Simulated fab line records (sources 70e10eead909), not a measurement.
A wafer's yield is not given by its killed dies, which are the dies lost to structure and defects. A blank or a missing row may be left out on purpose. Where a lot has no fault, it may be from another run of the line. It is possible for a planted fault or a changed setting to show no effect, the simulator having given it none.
A lot that was struck, set against a sound lot || flow nandHarc || 14 steps out of a route of 1302
Sound: wafers L466.1, L466.3, L466.4. Wafers struck: L480.1, L480.4, L480.6. The cause is given at the end.
Order at every step that has rows: each side's tool, ch and its chambers, its first start. Under that, the readings that differ: sound wafers || struck wafers || difference of the means || sigmas: that difference in standard deviations of wafers without a fault.
alike: readings whose means differ by less than 2 such deviations, and words and numbers that are the same on both sides. not compared: withheld readings, readings that some wafer has no value for, bounds like >300 that may hide the same value, and numbers for which the record gives no deviation and whose values overlap.
The two part at a step that has a row with sigmas, a row that says differs or no value, or rows on one side only. Non-overlapping numbers with no deviation appear without sigmas and do not part them. A reading missing from all wafers of one side parts the sides only when that side holds two or more wafers.

NHARC_P_CONTACT_PVD_32: deposits Ti, target thk 5 nm, time 17.7 s.
  sound on pvdSputter-03; struck on pvdSputter-02
  alike: throttleValvePct
NHARC_P_CONTACT_ALD_22: deposits TiN, target thk 3 nm, pulse time 1 s, ald cycles 150.
  sound on aldMetal-02 ch 1,2,3, day 9 23:09; struck on aldMetal-02 ch 0,1,2, day 15 21:19
  alike: heaterPowerW, precursorPulseHeightRel, susceptorTempC
  not compared: sinceWetCleanH
NHARC_P_CONTACT_CVD_23: deposits W, target thk 200 nm, time 557 s.
  sound: cvdW-02 ch 0,1; struck: cvdW-01 ch 0,1
  alike: chamberPressureTorr, heaterPowerW, throttleValvePct
  not compared: sinceWetCleanH, susceptorTempC
NHARC_P_CONTACT_CMP_24: polishes, t overpolish 30 s, target thk 200 nm.
  sound on cmp-03 ch 1,2,3, day 9 23:58; struck on cmp-01 ch 0,1,3, day 15 22:08
{"reading": "timeToEndpointS (s)", "sound": "42.7 43.1 42.0", "struck": "35.6 36.5 35.9", "difference": -6.6, "sigmas": -3}
  alike: edgeZonePressureFrac, motorCurrentA, overpolishRunS, slurryFlowMlMin
then, 1 step without rows for these wafers: NHARC_P_CONTACT_SRD_26.
NHARC_P_CONTACT_INSPECT_27:
  sound on defectInspect-01 at day 10 00:25; struck on defectInspect-01 at day 15 22:32
  alike: rawDefectCount
then, 5 steps without rows for these wafers: NHARC_P_M0_DEP_00 (deposits SiOC, target thk 150 nm); NHARC_P_M0_DEHYDRATE_01 (time 120 s); NHARC_P_M0_HMDS_02 (time 30 s); NHARC_P_M0_COAT_33 (time 65 s); NHARC_P_M0_COAT_03 (resist thk 90 nm).
NHARC_P_M0_SOFTBAKE_04: time 55 s.
  sound on lithoTrack-04 ch 0, day 10 00:00; struck on lithoTrack-01 ch 0, day 15 23:00
{"reading": "chillPlateTempC (C)", "sound": "22.90 22.85 22.84", "struck": "22.97 23.11 23.21", "difference": "+0.23", "sigmas": "+2"}
{"reading": "heaterPowerTotalW (W)", "sound": "188.48 188.74 188.65", "struck": "186.80 186.73 186.94", "difference": -1.80, "sigmas": -14}
{"reading": "plateTempC (C)", "sound": "105.03 105.01 104.71", "struck": "104.29 104.16 104.31", "difference": -0.66, "sigmas": -6}
then, 1 step without rows for these wafers: NHARC_P_M0_EBR_05.
-- record jumps: 18 days between struck wafers' starts before vs after; left off in module P_M0, resumes in module END, first step shown is number 1302 of the route --
NHARC_END_SORT_01:
  sound on prober-01 ch 0, day 28 03:24; struck on prober-02 ch 0, day 34 02:49
{"reading": "killedAtOther", "sound": "4 6 2", "struck": "0 0 0", "difference": -4, "sigmas": -4}
{"reading": "killedOpen", "sound": "1 3 3", "struck": "8 4 5", "difference": "+3", "sigmas": "+2"}
  alike: defectLimitedYield, killedAtArray, killedAtPeriphery, killedDies, killedShort

## WHERE THEY PART
At NHARC_P_CONTACT_CMP_24 first; at NHARC_END_SORT_01 last (within this record only).

WHY: what had been put in by the simulator
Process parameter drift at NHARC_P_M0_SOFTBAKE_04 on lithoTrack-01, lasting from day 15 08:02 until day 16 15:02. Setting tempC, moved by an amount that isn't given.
